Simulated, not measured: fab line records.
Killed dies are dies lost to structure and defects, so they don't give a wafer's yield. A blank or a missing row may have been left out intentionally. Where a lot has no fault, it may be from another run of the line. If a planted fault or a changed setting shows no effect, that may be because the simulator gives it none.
fab line records / flow nandHarc
[record] lots = 7 wafers = 21 lastDay = 25
route steps=1159 shown P_STI@102 P_GATE@110 END@1159
lots with no fault: from the same line, run without faults
startH: start of the lot's first displayed wafer, in hours after the record's first day / waitH: how many hours have passed since the lot's step before this one / " unchanged from the row above / L1.1+2: one row covering several wafers at once / - no value present, or no start provided / * or withheld: withheld / < > ~ a bound
route shown NAME@n: names a module that has steps shown in the file, with the first one's number in the route / usual: mean and standard deviation over wafers with no fault / same: alike in all rows / chamber/n: place in a boat / sites: per-site readings / _std_site: the values' standard deviation / _edge_site: the outer-site mean with the inner-site mean subtracted / radiusMm: for every site, how far away it sits from the centre of the wafer / mask NAME#n: copy n / behind: tool/chamber where the wafer was last shaped / hold: why the lot went on hold/how many hours it stayed there/how the hold came to an end / device: the transistor (n, p or np) that didn't switch / end of line: at the end of the route, the tests of the same wafers / where a step has no rows: the recipe by itself / killed: count of dies lost to structure and defects at first sort (not the wafer's yield) / map: shows each die of a wafer: x if killed, . if not, _ if none is there
set.NAME: setting as actually run; set.NAME@STEP: the setting as run at that earlier step / model.NAME: the simulator's own value behind a step, which no gauge read
certain route steps with their lots: each step a table, each wafer a row
[[steps]]
[step NHARC_P_STI_SRD_35]
[step NHARC_P_STI_ETCH_36]
[recipe] targetDepthA = 388 chemistry = dHF material = SiO2
[step NHARC_P_STI_STRIP_24]
[recipe] tempC = 160 chemistry = H3PO4 material = Si3N4
[step NHARC_P_STI_ETCH_37]
[recipe] targetDepthA = 110 chemistry = dHF material = SiO2
[step NHARC_P_STI_PRECLEAN_38]
[recipe] timeS = * tempC = 50 bathAgeMin = 0 chemistry = SC1
[step NHARC_P_STI_SRD_39]
[step NHARC_P_STI_OXIDE_40]
[recipe] targetThkA = 100 tempC = 900 oxTimeS = 1362 material = SiO2
[step NHARC_P_STI_INSPECT_25]
[usual] rawDefectCount = 220/96
lot.wafer=L667.1 tool=defectInspect-01 chamber=- startH=67.84 waitH=0.4 rawDefectCount=184
lot.wafer=L667.4 tool=defectInspect-01 chamber=- startH=67.84 waitH=0.4 rawDefectCount=110
lot.wafer=L667.5 tool=defectInspect-01 chamber=- startH=67.84 waitH=0.4 rawDefectCount=140
lot.wafer=L671.2 tool=defectInspect-02 chamber=- startH=94.85 waitH=0.4 rawDefectCount=211
lot.wafer=L671.3 tool=defectInspect-02 chamber=- startH=94.85 waitH=0.4 rawDefectCount=224
lot.wafer=L671.5 tool=defectInspect-02 chamber=- startH=94.85 waitH=0.4 rawDefectCount=249
lot.wafer=L675.2 tool=defectInspect-02 chamber=- startH=119.80 waitH=0.4 rawDefectCount=282
lot.wafer=L675.4 tool=defectInspect-02 chamber=- startH=119.80 waitH=0.4 rawDefectCount=192
lot.wafer=L675.5 tool=defectInspect-02 chamber=- startH=119.80 waitH=0.4 rawDefectCount=172
lot.wafer=L683.2 tool=defectInspect-02 chamber=- startH=169.14 waitH=0.4 rawDefectCount=174
lot.wafer=L683.5 tool=defectInspect-02 chamber=- startH=169.14 waitH=0.4 rawDefectCount=258
lot.wafer=L683.6 tool=defectInspect-02 chamber=- startH=169.14 waitH=0.4 rawDefectCount=222
lot.wafer=L684.2 tool=defectInspect-01 chamber=- startH=174.27 waitH=0.4 rawDefectCount=149
lot.wafer=L684.3 tool=defectInspect-01 chamber=- startH=174.27 waitH=0.4 rawDefectCount=154
lot.wafer=L684.4 tool=defectInspect-01 chamber=- startH=174.27 waitH=0.4 rawDefectCount=148
lot.wafer=L685.4 tool=defectInspect-02 chamber=- startH=174.27 waitH=0.4 rawDefectCount=131
lot.wafer=L685.5 tool=defectInspect-02 chamber=- startH=174.27 waitH=0.4 rawDefectCount=139
lot.wafer=L685.6 tool=defectInspect-02 chamber=- startH=174.27 waitH=0.4 rawDefectCount=208
lot.wafer=L686.1 tool=defectInspect-02 chamber=- startH=185.82 waitH=0.4 rawDefectCount=491
lot.wafer=L686.2 tool=defectInspect-02 chamber=- startH=185.82 waitH=0.4 rawDefectCount=385
lot.wafer=L686.5 tool=defectInspect-02 chamber=- startH=185.82 waitH=0.4 rawDefectCount=625
[step NHARC_P_GATE_ETCH_69]
[recipe] targetDepthA = 140 chemistry = dHF material = SiO2
[step NHARC_P_GATE_PRECLEAN_70]
[recipe] timeS = * tempC = 50 bathAgeMin = 0 chemistry = SC1
[step NHARC_P_GATE_SRD_01]
[step NHARC_P_GATE_OXIDE_02]
[recipe] targetThkA = 375 tempC = 950 pH2oTorr = 720 oxTimeS = 365 material = SiO2
[usual] spikeTcBottomC = 967.0/1.4 spikeTcCentreC = 950.8/1 spikeTcLowerC = 950.0/1.3 spikeTcTopC = 962.5/1.7 spikeTcUpperC = 949.7/1.8 tubeCenterTempC = 950/0.079
lot.wafer=L667.1 tool=furnace-01 chamber=0 startH=71.13 waitH=- spikeTcBottomC=965.7 spikeTcCentreC=950.6 spikeTcLowerC=951.0 spikeTcTopC=960.8 spikeTcUpperC=947.0 tubeCenterTempC=949.98
lot.wafer=L667.4 tool=furnace-01 chamber=0 startH=71.13 waitH=- spikeTcBottomC=967.0 spikeTcCentreC=951.3 spikeTcLowerC=949.2 spikeTcTopC=960.1 spikeTcUpperC=946.8 tubeCenterTempC=950.06
lot.wafer=L667.5 tool=furnace-01 chamber=0 startH=71.13 waitH=- spikeTcBottomC=967.1 spikeTcCentreC=950.6 spikeTcLowerC=949.7 spikeTcTopC=960.1 spikeTcUpperC=947.3 tubeCenterTempC=950
lot.wafer=L671.2 tool=furnace-05 chamber=0 startH=97.90 waitH=- spikeTcBottomC=965.9 spikeTcCentreC=952.1 spikeTcLowerC=950.2 spikeTcTopC=963.5 spikeTcUpperC=951.5 tubeCenterTempC=950.07
lot.wafer=L671.3 tool=furnace-05 chamber=0 startH=97.90 waitH=- spikeTcBottomC=966.2 spikeTcCentreC=948.4 spikeTcLowerC=949.5 spikeTcTopC=964.3 spikeTcUpperC=953.4 tubeCenterTempC=950.01
lot.wafer=L671.5 tool=furnace-05 chamber=0 startH=97.90 waitH=- spikeTcBottomC=966.5 spikeTcCentreC=951.0 spikeTcLowerC=950.0 spikeTcTopC=965.6 spikeTcUpperC=950.5 tubeCenterTempC=949.97
lot.wafer=L675.2 tool=furnace-05 chamber=0 startH=122.97 waitH=- spikeTcBottomC=965.5 spikeTcCentreC=951.4 spikeTcLowerC=947.9 spikeTcTopC=961.2 spikeTcUpperC=951.3 tubeCenterTempC=949.89
lot.wafer=L675.4 tool=furnace-05 chamber=0 startH=122.97 waitH=- spikeTcBottomC=967.9 spikeTcCentreC=950.8 spikeTcLowerC=948.3 spikeTcTopC=964.0 spikeTcUpperC=952.4 tubeCenterTempC=949.99
lot.wafer=L675.5 tool=furnace-05 chamber=0 startH=122.97 waitH=- spikeTcBottomC=966.3 spikeTcCentreC=950.0 spikeTcLowerC=951.1 spikeTcTopC=965.0 spikeTcUpperC=950.0 tubeCenterTempC=949.88
lot.wafer=L683.2 tool=furnace-05 chamber=0 startH=172.20 waitH=- spikeTcBottomC=974.8 spikeTcCentreC=955.4 spikeTcLowerC=956.2 spikeTcTopC=971.2 spikeTcUpperC=958.2 tubeCenterTempC=956.98
lot.wafer=L683.5 tool=furnace-05 chamber=0 startH=172.20 waitH=- spikeTcBottomC=974.5 spikeTcCentreC=959.1 spikeTcLowerC=958.2 spikeTcTopC=970.0 spikeTcUpperC=958.2 tubeCenterTempC=957.11
lot.wafer=L683.6 tool=furnace-05 chamber=0 startH=172.20 waitH=- spikeTcBottomC=974.9 spikeTcCentreC=956.7 spikeTcLowerC=958.0 spikeTcTopC=970.4 spikeTcUpperC=957.3 tubeCenterTempC=956.97
lot.wafer=L684.2 tool=furnace-05 chamber=0 startH=177.75 waitH=- spikeTcBottomC=973.9 spikeTcCentreC=957.8 spikeTcLowerC=959.2 spikeTcTopC=970.3 spikeTcUpperC=958.0 tubeCenterTempC=957.06
lot.wafer=L684.3 tool=furnace-05 chamber=0 startH=177.75 waitH=- spikeTcBottomC=974.6 spikeTcCentreC=957.4 spikeTcLowerC=957.0 spikeTcTopC=972.2 spikeTcUpperC=956.5 tubeCenterTempC=956.94
lot.wafer=L684.4 tool=furnace-05 chamber=0 startH=177.75 waitH=- spikeTcBottomC=972.6 spikeTcCentreC=957.9 spikeTcLowerC=958.1 spikeTcTopC=969.6 spikeTcUpperC=958.6 tubeCenterTempC=957.2
lot.wafer=L685.4 tool=furnace-05 chamber=0 startH=177.75 waitH=- spikeTcBottomC=974.5 spikeTcCentreC=958.0 spikeTcLowerC=956.7 spikeTcTopC=969.1 spikeTcUpperC=956.6 tubeCenterTempC=956.95
lot.wafer=L685.5 tool=furnace-05 chamber=0 startH=177.75 waitH=- spikeTcBottomC=973.6 spikeTcCentreC=957.3 spikeTcLowerC=957.5 spikeTcTopC=972.4 spikeTcUpperC=956.3 tubeCenterTempC=956.98
lot.wafer=L685.6 tool=furnace-05 chamber=0 startH=177.75 waitH=- spikeTcBottomC=974.9 spikeTcCentreC=958.9 spikeTcLowerC=957.2 spikeTcTopC=971.1 spikeTcUpperC=959.1 tubeCenterTempC=957.13
lot.wafer=L686.1 tool=furnace-01 chamber=0 startH=189.10 waitH=- spikeTcBottomC=967.1 spikeTcCentreC=951.0 spikeTcLowerC=950.8 spikeTcTopC=961.5 spikeTcUpperC=948.1 tubeCenterTempC=950.02
lot.wafer=L686.2 tool=furnace-01 chamber=0 startH=189.10 waitH=- spikeTcBottomC=966.7 spikeTcCentreC=950.5 spikeTcLowerC=950.5 spikeTcTopC=961.1 spikeTcUpperC=947.6 tubeCenterTempC=950.04
lot.wafer=L686.5 tool=furnace-01 chamber=0 startH=189.10 waitH=- spikeTcBottomC=967.1 spikeTcCentreC=952.3 spikeTcLowerC=949.9 spikeTcTopC=962.0 spikeTcUpperC=948.3 tubeCenterTempC=950.09
[step NHARC_P_GATE_DEHYDRATE_03]
[recipe] tempC = 150 timeS = 120
[step NHARC_END_SORT_01]
[recipe] tempC = 25
[usual] killedAtArray = 26/11 killedAtOther = 0.4/0.78 killedAtPeriphery = 3.4/2.4 killedDies = 29/11 killedOpen = 3.1/1.9 killedShort = 1.9/1.4
[same] grossDies = 677
lot.wafer=L671.2 tool=prober-02 chamber=0 startH=529.65 waitH=2.8 killedAtArray=12 killedAtOther=1 killedAtPeriphery=0 killedDies=13 killedOpen=1 killedShort=0
lot.wafer=L671.3 tool=prober-02 chamber=0 startH=530.45 waitH=3.1 killedAtArray=20 killedAtOther=1 killedAtPeriphery=3 killedDies=24 killedOpen=2 killedShort=1
lot.wafer=L671.5 tool=prober-02 chamber=0 startH=532.06 waitH=3.7 killedAtArray=22 killedAtOther=1 killedAtPeriphery=5 killedDies=28 killedOpen=4 killedShort=2
lot.wafer=L675.2 tool=prober-02 chamber=0 startH=560.94 waitH=2.8 killedAtArray=17 killedAtOther=0 killedAtPeriphery=5 killedDies=22 killedOpen=4 killedShort=2
lot.wafer=L675.4 tool=prober-02 chamber=0 startH=562.55 waitH=3.4 killedAtArray=11 killedAtOther=0 killedAtPeriphery=1 killedDies=12 killedOpen=3 killedShort=2
lot.wafer=L675.5 tool=prober-02 chamber=0 startH=563.35 waitH=3.7 killedAtArray=12 killedAtOther=0 killedAtPeriphery=4 killedDies=16 killedOpen=0 killedShort=1
lot.wafer=L686.1 tool=prober-01 chamber=0 startH=583.39 waitH=2.5 killedAtArray=37 killedAtOther=0 killedAtPeriphery=6 killedDies=43 killedOpen=4 killedShort=3
lot.wafer=L686.2 tool=prober-01 chamber=0 startH=584.20 waitH=2.8 killedAtArray=22 killedAtOther=0 killedAtPeriphery=4 killedDies=26 killedOpen=3 killedShort=4
lot.wafer=L686.5 tool=prober-01 chamber=0 startH=586.63 waitH=3.7 killedAtArray=19 killedAtOther=0 killedAtPeriphery=7 killedDies=26 killedOpen=4 killedShort=1
lot.wafer=L683.2 tool=prober-02 chamber=0 startH=584.35 waitH=2.8 killedAtArray=33 killedAtOther=1 killedAtPeriphery=5 killedDies=39 killedOpen=8 killedShort=2
lot.wafer=L683.5 tool=prober-02 chamber=0 startH=586.73 waitH=3.7 killedAtArray=29 killedAtOther=1 killedAtPeriphery=2 killedDies=32 killedOpen=4 killedShort=2
lot.wafer=L683.6 tool=prober-02 chamber=0 startH=587.52 waitH=4.0 killedAtArray=30 killedAtOther=1 killedAtPeriphery=5 killedDies=36 killedOpen=3 killedShort=2
lot.wafer=L684.2 tool=prober-01 chamber=0 startH=592.09 waitH=2.8 killedAtArray=19 killedAtOther=0 killedAtPeriphery=1 killedDies=20 killedOpen=3 killedShort=3
lot.wafer=L684.3 tool=prober-01 chamber=0 startH=592.89 waitH=3.1 killedAtArray=13 killedAtOther=0 killedAtPeriphery=4 killedDies=17 killedOpen=4 killedShort=0
lot.wafer=L684.4 tool=prober-01 chamber=0 startH=593.69 waitH=3.4 killedAtArray=16 killedAtOther=0 killedAtPeriphery=2 killedDies=18 killedOpen=3 killedShort=4
lot.wafer=L685.4 tool=prober-02 chamber=0 startH=597.35 waitH=7.1 killedAtArray=40 killedAtOther=0 killedAtPeriphery=0 killedDies=40 killedOpen=3 killedShort=2
lot.wafer=L685.5 tool=prober-02 chamber=0 startH=598.15 waitH=7.4 killedAtArray=26 killedAtOther=0 killedAtPeriphery=5 killedDies=31 killedOpen=2 killedShort=2
lot.wafer=L685.6 tool=prober-02 chamber=0 startH=598.95 waitH=7.7 killedAtArray=56 killedAtOther=0 killedAtPeriphery=4 killedDies=60 killedOpen=2 killedShort=1
// killed by level:class
L671.2 A_SLIT:chamberFilmFlake=5 A_STAIRCASE:chamberFilmFlake=3 A_CHANNEL_HOLE_D1:chamberFilmFlake=2 A_CONTACT:chamberFilmFlake=2 STARTING-WAFER:geometricParticle:open=1
L671.3 A_SLIT:chamberFilmFlake=15 A_STAIRCASE:chamberFilmFlake=2 P_GATE:geometricParticle:short=1 P_GATE:geometricParticle:open=1 A_CHANNEL_FILL_D1:geometricParticle:open=1 P_ZERO_WELL:chamberFilmFlake=1 A_CONTACT:chamberFilmFlake=1 A_M1:chamberFilmFlake=1
L671.5 A_SLIT:chamberFilmFlake=11 P_CONTACT:chamberFilmFlake=4 A_CONTACT:geometricParticle:open=3 A_CHANNEL_HOLE_D1:chamberFilmFlake=2 A_CONTACT:chamberFilmFlake=2 A_CHANNEL_HOLE_D1:geometricParticle:open=1 A_SGD_CUT:geometricParticle:short=1 A_WL_FILL:geometricParticle:short=1
L675.2 A_CONTACT:chamberFilmFlake=5 A_CHANNEL_HOLE_D1:chamberFilmFlake=4 A_WL_FILL:chamberFilmFlake=3 P_CONTACT:geometricParticle:open=1 P_M0:geometricParticle:open=1 P_M1:geometricParticle:open=1 A_ONON_D1:geometricParticle:short=1 A_WL_FILL:geometricParticle:short=1
L675.4 A_CONTACT:chamberFilmFlake=5 P_M1:geometricParticle:open=1 A_SOURCE_PLATE:geometricParticle:short=1 A_CHANNEL_FILL_D1:geometricParticle:open=1 A_CHANNEL_FILL_D1:geometricParticle:short=1 A_BLC:geometricParticle:open=1 A_CHANNEL_HOLE_D1:chamberFilmFlake=1 A_WL_FILL:chamberFilmFlake=1
L675.5 P_ZERO_WELL:chamberFilmFlake=3 A_CHANNEL_HOLE_D1:chamberFilmFlake=3 A_STAIRCASE:chamberFilmFlake=3 A_CONTACT:chamberFilmFlake=3 A_ONON_D1:geometricParticle:short=1 P_STI:chamberFilmFlake=1 A_SLIT:chamberFilmFlake=1 A_WL_FILL:chamberFilmFlake=1
L686.1 A_SLIT:chamberFilmFlake=21 A_CONTACT:chamberFilmFlake=6 A_CHANNEL_HOLE_D1:chamberFilmFlake=3 A_CONTACT:geometricParticle:open=2 P_STI:chamberFilmFlake=2 P_M1:chamberFilmFlake=2 P_GATE:geometricParticle:open=1 P_M0:geometricParticle:short=1
L686.2 A_CONTACT:chamberFilmFlake=7 A_SLIT:chamberFilmFlake=5 A_M0:geometricParticle:short=2 P_GATE:chamberFilmFlake=2 A_CHANNEL_HOLE_D1:chamberFilmFlake=2 P_CONTACT:geometricParticle:short=1 A_CHANNEL_FILL_D1:geometricParticle:short=1 A_WL_FILL:geometricParticle:open=1
L683.2 A_CHANNEL_HOLE_D1:chamberFilmFlake=18 A_CONTACT:chamberFilmFlake=4 A_CONTACT:geometricParticle:open=3 A_ONON_D1:geometricParticle:short=2 P_M2:chamberFilmFlake=2 A_BLC:chamberFilmFlake=2 P_M0:geometricParticle:open=1 P_M2:geometricParticle:open=1
L686.5 A_SLIT:chamberFilmFlake=6 P_M1:chamberFilmFlake=4 A_CHANNEL_HOLE_D1:chamberFilmFlake=4 A_CONTACT:chamberFilmFlake=3 P_STI:chamberFilmFlake=2 P_M0:geometricParticle:open=1 A_ONON_D1:geometricParticle:short=1 A_CHANNEL_FILL_D1:geometricParticle:open=1
L683.5 A_CHANNEL_HOLE_D1:chamberFilmFlake=17 A_CONTACT:chamberFilmFlake=5 A_SOURCE_PLATE:geometricParticle:short=2 A_CHANNEL_FILL_D1:geometricParticle:open=1 A_WL_FILL:geometricParticle:open=1 A_CONTACT:geometricParticle:open=1 A_M1:geometricParticle:open=1 P_GATE:chamberFilmFlake=1
L683.6 A_CHANNEL_HOLE_D1:chamberFilmFlake=20 P_M2:chamberFilmFlake=4 A_SLIT:chamberFilmFlake=2 A_CONTACT:chamberFilmFlake=2 A_CHANNEL_FILL_D1:geometricParticle:short=1 A_SGD_CUT:geometricParticle:short=1 A_SGD_CUT:geometricParticle:open=1 A_CONTACT:geometricParticle:open=1
L684.2 A_CONTACT:chamberFilmFlake=8 A_CHANNEL_HOLE_D1:chamberFilmFlake=5 P_M0:geometricParticle:open=1 A_ONON_D1:geometricParticle:open=1 A_CHANNEL_HOLE_D1:geometricParticle:short=1 A_WL_FILL:geometricParticle:short=1 A_CONTACT:geometricParticle:open=1 A_CONTACT:geometricParticle:short=1
L684.3 A_CHANNEL_HOLE_D1:chamberFilmFlake=5 A_CONTACT:chamberFilmFlake=5 P_GATE:geometricParticle:open=2 A_CHANNEL_HOLE_D1:geometricParticle:open=1 A_CHANNEL_FILL_D1:geometricParticle:open=1 P_STI:chamberFilmFlake=1 P_M2:chamberFilmFlake=1 A_SLIT:chamberFilmFlake=1
L684.4 A_BLC:chamberFilmFlake=4 A_CHANNEL_HOLE_D1:geometricParticle:short=2 A_CHANNEL_FILL_D1:geometricParticle:open=2 A_STAIRCASE:chamberFilmFlake=2 A_CONTACT:chamberFilmFlake=2 P_GATE:geometricParticle:open=1 A_WL_FILL:geometricParticle:short=1 A_CONTACT:geometricParticle:short=1
L685.4 A_CHANNEL_HOLE_D1:chamberFilmFlake=23 A_SLIT:chamberFilmFlake=7 A_CONTACT:chamberFilmFlake=4 A_CONTACT:geometricParticle:open=2 A_ONON_D1:geometricParticle:short=1 A_WL_FILL:geometricParticle:open=1 A_BLC:geometricParticle:short=1 A_M0:chamberFilmFlake=1
L685.5 A_CHANNEL_HOLE_D1:chamberFilmFlake=15 A_SLIT:chamberFilmFlake=6 P_CONTACT:geometricParticle:open=2 A_WL_FILL:geometricParticle:short=2 P_M2:chamberFilmFlake=2 A_CONTACT:chamberFilmFlake=2 P_GATE:chamberFilmFlake=1 A_STAIRCASE:chamberFilmFlake=1
L685.6 A_CHANNEL_HOLE_D1:chamberFilmFlake=23 A_SLIT:chamberFilmFlake=23 A_M0:chamberFilmFlake=3 A_CONTACT:chamberFilmFlake=3 A_STAIRCASE:chamberFilmFlake=2 P_M2:geometricParticle:open=1 A_WL_FILL:geometricParticle:short=1 A_M0:geometricParticle:open=1
[[key]]
[firstSign] step = NHARC_P_GATE_OXIDE_02 reading = tubeCenterTempC direction = up sigmas = 74 usual = * struck = *
[effect] step = NHARC_P_GATE_OXIDE_02 reading = spikeTcCentreC direction = up sigmas = 6.7 usual = 950.8 struck = 957.6
metAt NHARC_P_GATE_OXIDE_02
struckWafers L683.2,L683.5,L683.6,L684.2,L684.3,L684.4,L685.4,L685.5,L685.6
testerLeftOut L683,L684,L685
[fault] kind = processParameterDrift tool = furnace-05 chamber = - onsetH = 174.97 steps = NHARC_P_GATE_OXIDE_02 channel = tempC offset = * shape = step endH = 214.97 actsIn = * stated = *
// testerLeftOut: of these lots the tester's yield and bins aren't shown, on N5 and GAA mostly nor the transistor test; their killed dies are dies lost to structure and defects alone, not to doping, threshold or leakage, so they don't give the yield
